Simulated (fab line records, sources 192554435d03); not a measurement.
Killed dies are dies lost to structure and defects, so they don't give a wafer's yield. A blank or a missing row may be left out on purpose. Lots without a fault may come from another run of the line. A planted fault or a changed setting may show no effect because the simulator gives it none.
Chamber matching | flow n5_finfet | N5_DUMMY_GATE_ETCH_44 on rie_si-02: 4 sister chambers
The step etches poly-Si in HBr/O2, stops on SiO2, target depth 127.5 nm. 8 wafers are shown with their chamber, then 7 later ones without.

WAFERS WITH THEIR CHAMBER
wafer  | chamber | drypump_motor_current_A (A) | throttle_valve_pct (%)
L560.5 | 2       | 6.2                         | 18.78
L562.4 | 0       | 6.0                         | 18.66
L562.5 | 3       | 6.7                         | 18.43
L566.1 | 3       | 6.6                         | 18.45
L566.4 | 0       | 6.0                         | 18.64
L566.5 | 1       | 6.1                         | 18.79
L576.2 | 2       | 6.1                         | 18.59
L576.3 | 1       | 6.1                         | 18.79

WAFERS WITHOUT THEIR CHAMBER
wafer  | drypump_motor_current_A (A) | throttle_valve_pct (%)
L576.4 | 6.0                         | 18.65
L577.1 | 6.7                         | 18.45
L577.2 | 6.1                         | 18.56
L577.6 | 6.1                         | 18.79
L579.4 | 6.7                         | 18.44
L579.5 | 6.0                         | 18.65
L579.6 | 6.7                         | 18.45

WHICH CHAMBER EACH WENT THROUGH
wafer  | from the rows above          | in truth
L576.4 | 0                            | 0
L577.1 | 3                            | 3
L577.2 | can't be placed: 2 or 0 or 1 | 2
L577.6 | can't be placed: 1 or 2      | 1
L579.4 | 3                            | 3
L579.5 | 0                            | 0
L579.6 | 3                            | 3
Placed correctly: 5 of 7. Can't be placed from these rows: 2 (the true chamber is among the candidates in 2). Placed wrongly: 0.
How it was worked out, from the rows above alone: a wafer's distance from a chamber is the root of the sum, over the readings, of the square of ((its reading less the chamber's mean) divided by the reading's scatter). The wafer belongs to the nearest chamber; if the next one is less than 2 further off, it can't be placed. A chamber's mean is the mean of its shown wafers. The scatter: the root of (the sum of the squares of (reading less its chamber's mean) over the shown wafers, divided by (wafers less chambers)).
